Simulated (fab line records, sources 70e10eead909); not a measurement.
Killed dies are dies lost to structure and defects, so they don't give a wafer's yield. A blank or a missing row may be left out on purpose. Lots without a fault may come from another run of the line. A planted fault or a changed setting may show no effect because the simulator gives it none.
A struck lot beside a sound one | flow nand_harc | 26 steps out of a route of 1302
Sound: wafers L781.2, L781.3, L781.6. Struck: wafers L791.1, L791.3, L791.6. The cause comes at the end.
At each step with rows: each side's tool, then ch and its chambers, then its first start. Under that, the readings that differ: sound wafers | struck wafers | difference of the means | sigmas: that difference in standard deviations of wafers without a fault.
alike: readings whose means differ by less than 2 such deviations, and words and numbers that are the same on both sides. not compared: withheld readings, readings that some wafer has no value for, bounds like >300 that may hide the same value, and numbers for which the record gives no deviation and whose values overlap.
The two part at a step that has a row with sigmas, a row that says differs or no value, or rows on one side only. Numbers that don't overlap but have no deviation are shown without sigmas and don't part them. A reading that every wafer of one side lacks parts them only if that side has two wafers or more.

first, 5 steps without rows for these wafers: NHARC_P_GATE_STRIP_15 (strips in SPM, time 780 s); NHARC_P_GATE_PRECLEAN_71 (cleans in SC1); NHARC_P_GATE_SRD_72; NHARC_P_GATE_OXIDE_16 (material SiO2, target thk 3 nm, ox time 392 s); NHARC_P_GATE_CVD_17 (deposits poly-Si, target thk 150 nm, time 900 s).
NHARC_P_GATE_HM_DEP_102: deposits aC, target thk 120 nm.
  sound on acl_dep-03 ch 0, day 6 16:47; struck on acl_dep-01 ch 0, day 11 07:16
  alike: throttle_valve_pct
NHARC_P_GATE_DEP_103: deposits SiON, target thk 30 nm.
  sound on pecvd-02 ch 0,2, day 6 17:22; struck on pecvd-03 ch 0,1, day 11 07:58
  alike: heater_power_w
then, 5 steps without rows for these wafers: NHARC_P_GATE_DEHYDRATE_18 (time 120 s); NHARC_P_GATE_HMDS_19 (time 30 s); NHARC_P_GATE_COAT_20 (resist thk 90 nm); NHARC_P_GATE_SOFTBAKE_21 (time 55 s); NHARC_P_GATE_EBR_22.
NHARC_P_GATE_EXPOSE_23: exposes mask P GATE, target cd 120 nm.
  sound on arfi_scanner-01 ch 0, day 6 17:55; struck on arfi_scanner-02 ch 0, day 11 08:28
  reading | sound                      | struck                              | difference | sigmas
  mask    | P_GATE#0 P_GATE#0 P_GATE#0 | P_GATE_R1#0 P_GATE_R1#0 P_GATE_R1#0 | differs    |
  alike: stage_vel_mm_s
then, 2 steps without rows for these wafers: NHARC_P_GATE_PEB_24 (peb time 65 s); NHARC_P_GATE_DEVELOP_25 (develop time 35 s).
NHARC_P_GATE_CD_MEAS_26: target cd 120 nm.
  sound on cd_sem-02 ch 0, day 6 18:03; struck on cd_sem-03 ch 0
  reading    | sound             | struck            | difference | sigmas
  cd_nm (nm) | 118.9 119.5 119.0 | 116.8 116.6 117.1 | -2.3       | -4
  not compared: hold
NHARC_P_GATE_OVL_MEAS_27:
  sound on overlay-02, day 6 18:08; struck on overlay-01, day 11 21:17
  reading | sound | struck                                                                        | difference                   | sigmas
  hold    | - - - | await_dispo/12.4h/release await_dispo/12.4h/release await_dispo/12.4h/release | no value on the sound wafers |
  alike: overlay_x_nm, overlay_y_nm
NHARC_P_GATE_INSPECT_28:
  sound on defect_inspect-02, day 6 18:10; struck on defect_inspect-02, day 11 21:19
  alike: raw_defect_count
NHARC_P_GATE_DESCUM_31: chemistry O2, time 3 s.
  sound on rie_diel-11 ch 0,1,3, day 6 18:14; struck on rie_diel-11 ch 0,1, day 12 00:41
  reading                 | sound             | struck            | difference | sigmas
  model.P_GATE.cd_nm (nm) | 118.9 119.8 119.9 | 116.7 116.4 116.3 | -3.1       |
  alike: chamber_pressure_mTorr, drypump_motor_current_A, o2_flow_sccm, oes_product_au, rf_vpp_V, showerhead_plenum_p_Torr, throttle_valve_pct
  not compared: rf_hours_counter_h
NHARC_P_GATE_ETCH_104: etches the open film in CF4/CHF3, target depth 60 nm.
  sound on rie_diel-11 ch 2,3, day 6 18:19; struck on rie_diel-11 ch 1,2, day 12 00:46
  reading               | sound             | struck            | difference | sigmas
  oes_product_au (a.u.) | 0.919 0.932 0.919 | 0.969 0.986 0.981 | +0.055     | +3
  alike: chamber_pressure_mTorr, drypump_motor_current_A, rf_vpp_V, showerhead_plenum_p_Torr, throttle_valve_pct
NHARC_P_GATE_HM_OPEN_105: chemistry O2/COS, target depth 360 nm.
  sound on rie_diel-11 ch 0,1; struck on rie_diel-11 ch 0,1,3
  alike: chamber_pressure_mTorr, drypump_motor_current_A, o2_flow_sccm, oes_product_au, rf_vpp_V, showerhead_plenum_p_Torr, throttle_valve_pct
  not compared: rf_hours_counter_h
then, 2 steps without rows for these wafers: NHARC_P_GATE_STRIP_106 (strips in O2/COS); NHARC_P_GATE_ETCH_114 (etches the open film in CF4/O2, target depth 30 nm, overetch 3 nm, time 16.5 s).
NHARC_P_GATE_ETCH_32: etches the open film in HBr/Cl2, target depth 150 nm, time 100.1 s.
  sound on rie_si-02 ch 0,2,3, day 6 18:44; struck on rie_si-02 ch 1,2, day 12 01:09
  reading                 | sound           | struck            | difference | sigmas
  model.P_GATE.cd_nm (nm) | 121.8 124 121.6 | 117.9 117.1 119.7 | -4.2       |
  alike: chamber_pressure_mTorr, drypump_motor_current_A, hbr_flow_sccm, oes_product_au, throttle_valve_pct
  not compared: rf_hours_counter_h
NHARC_P_GATE_STRIP_108: strips in O2.
  sound on rie_diel-07 ch 1,2, day 6 18:51; struck on rie_diel-07 ch 0,3, day 12 01:18
  alike: chamber_pressure_mTorr, drypump_motor_current_A, o2_flow_sccm, oes_product_au, rf_vpp_V, showerhead_plenum_p_Torr, throttle_valve_pct
  not compared: rf_hours_counter_h
NHARC_END_SORT_01:
  the record has rows for the sound wafers here (prober-01 ch 0, day 26 01:07) and none for the struck ones

WHERE THEY PART
First at NHARC_P_GATE_EXPOSE_23; last, within this record, at NHARC_END_SORT_01.

WHY: what the simulator had put in
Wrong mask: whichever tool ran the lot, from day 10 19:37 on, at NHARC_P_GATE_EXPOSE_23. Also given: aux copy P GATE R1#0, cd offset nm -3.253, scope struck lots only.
